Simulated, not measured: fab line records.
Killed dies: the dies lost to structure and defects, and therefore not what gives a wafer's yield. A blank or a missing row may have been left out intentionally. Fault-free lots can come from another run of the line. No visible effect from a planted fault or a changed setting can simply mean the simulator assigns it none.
A single fault, viewed from 2 desks -- flow nand harc -- each desk holds nothing but its own numbers, with what lay behind them at the end

== THE METROLOGY DESK ==
Lot by lot, what the gauges showed, no matter which tool ran the lot: averages of those sampled wafers that carry a number. Any lot whose mean is over 4 standard deviations away from the usual mean is out of limits and marked OUT; that distance is given in the brackets.
Columns: A = thk nm at NHARC_A_ONON_D1_THK_MEAS_02, usual 999 nm
lot,first seen here,A
L422,day 7 14:48,997
L423,day 7 20:07,994
L424,day 7 20:08,991
L426,day 8 13:16,1002
L425,day 8 13:16,1003
L427,day 8 20:41,975
L428,day 9 09:40,986
L429,day 9 19:20,995
L432,day 10 03:14,1567 (+59) OUT
L435,day 10 16:00,1587 (+61) OUT
L439,day 12 00:20,995
L440,day 12 16:38,1010
L443,day 12 16:46,1006
L445,day 13 05:10,1003
This desk's finding: out of limits on L432, L435; first on L432, day 10 03:14 (thk nm at NHARC_A_ONON_D1_THK_MEAS_02). L422, L423, L424, L426, L425, L427, L428, L429, L439, L440, L443, L445 stayed within limits.

== THE DEFECT DESK ==
Per lot, the means of the sampled wafers with a number show what the inspections along the route counted. Any lot whose mean is over 4 standard deviations away from the usual mean is out of limits and marked OUT; that distance is given in the brackets.
Columns: A = raw defect count at NHARC_P_BONDPAD_INSPECT_23, usual 362
lot,first seen here,A
L422,day 6 12:34,400
L423,day 6 21:46,290
L424,day 6 22:10,371
L425,day 7 13:34,252
L426,day 7 14:13,387
L427,day 7 20:17,261
L428,day 8 03:23,368
L429,day 8 15:48,561
L432,day 9 02:54,366
L435,day 9 16:14,323
L439,day 11 00:50,271
L440,day 11 15:36,436
L443,day 11 17:09,461
L445,day 12 07:10,386
This desk found nothing out of limits on any of the 14 lots.

== PUT TOGETHER ==
L432, L435 would have let the metrology desk raise an alarm at day 10 03:14.
Nothing the defect desk looked at was out of limits.
The defect desk has L432, L435 on record, within its limits.
All the named lots went through NHARC_A_ONON_D1_DEP_00 on pecvd onon-04.

== WHAT HAD BEEN PUT IN BY THE SIMULATOR ==
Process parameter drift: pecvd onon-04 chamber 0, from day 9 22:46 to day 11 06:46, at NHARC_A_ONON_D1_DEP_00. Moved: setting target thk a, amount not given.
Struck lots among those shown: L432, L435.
Delay in hours, fault start to first out-of-limits reading, per desk: metrology desk 4.
